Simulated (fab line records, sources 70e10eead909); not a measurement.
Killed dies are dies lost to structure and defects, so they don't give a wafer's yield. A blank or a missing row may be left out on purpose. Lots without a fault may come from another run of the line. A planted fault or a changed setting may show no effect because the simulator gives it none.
One fault seen from 2 desks | flow nand_harc | each desk has only its own numbers; what lay behind them comes last

THE DEFECT DESK
What the inspections along the route counted, lot by lot: means of the sampled wafers that have a number. A lot is out of limits, marked OUT, if its mean lies more than 4 standard deviations from the usual mean; the brackets give that distance.
Columns: A = raw_defect_count at NHARC_A_SIN_REMOVE_INSPECT_04, usual 379
lot  | first seen here | A
L560 | day 20 00:19    | 392
L561 | day 20 23:11    | 339
L562 | day 20 23:11    | 355
L570 | day 24 05:12    | 513
L572 | day 24 17:59    | 343
L573 | day 25 05:18    | 419
L571 | day 25 05:19    | 360
L577 | day 26 15:39    | 403
L579 | day 28 13:16    | 378
L580 | day 28 13:16    | 344
L581 | day 28 17:01    | 519
L582 | day 29 20:32    | 431
L583 | day 30 16:36    | 255
This desk's finding: nothing out of limits on any of the 13 lots.

THE TOOL OWNER'S DESK: rie_metal-03
The tool's own readings at NHARC_A_WL_FILL_ETCHBACK_04 (etches the open film in NF3, target depth 60 nm, time 120 s): means of the sampled wafers that have a number, for each lot that ran on this tool. A lot is out of limits, marked OUT, if its mean lies more than 4 standard deviations from the usual mean; the brackets give that distance.
Columns: A = drypump_motor_current_A at NHARC_A_WL_FILL_ETCHBACK_04, usual 5.4 A; B = oes_product_au at NHARC_A_WL_FILL_ETCHBACK_04, usual 0.998 a.u.; C = run_length_s at NHARC_A_WL_FILL_ETCHBACK_04, usual 141.3 s
lot  | first seen here | A   | B     | C
L570 | day 24 06:37    | 5.6 | 0.999 | 140.9
L572 | day 24 19:22    | 5.8 | 1.002 | 142.5
L571 | day 25 07:04    | 5.7 | 0.995 | 144.0 (+5.5) OUT
L581 | day 28 18:22    | 5.9 | 0.996 | 140.8
L583 | day 30 17:57    | 5.7 | 1.002 | 140.9
This desk's finding: out of limits on L571; first on L571, day 25 07:04 (run_length_s at NHARC_A_WL_FILL_ETCHBACK_04). In limits: L570, L572, L581, L583.

PUT TOGETHER
The tool owner's desk could have raised an alarm at day 25 07:04, on L571.
The defect desk saw nothing out of limits.
The defect desk has L571 on record, within its limits.
Of the lots named, all ran NHARC_A_WL_FILL_ETCHBACK_04 on rie_metal-03.

WHAT THE SIMULATOR HAD PUT IN
Process parameter drift: rie_metal-03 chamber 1, from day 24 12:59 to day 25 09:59, at NHARC_A_WL_FILL_ETCHBACK_04. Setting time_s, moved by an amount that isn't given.
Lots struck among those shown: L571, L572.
Hours from the fault's start to each desk's first reading out of limits: the tool owner's desk, 18.
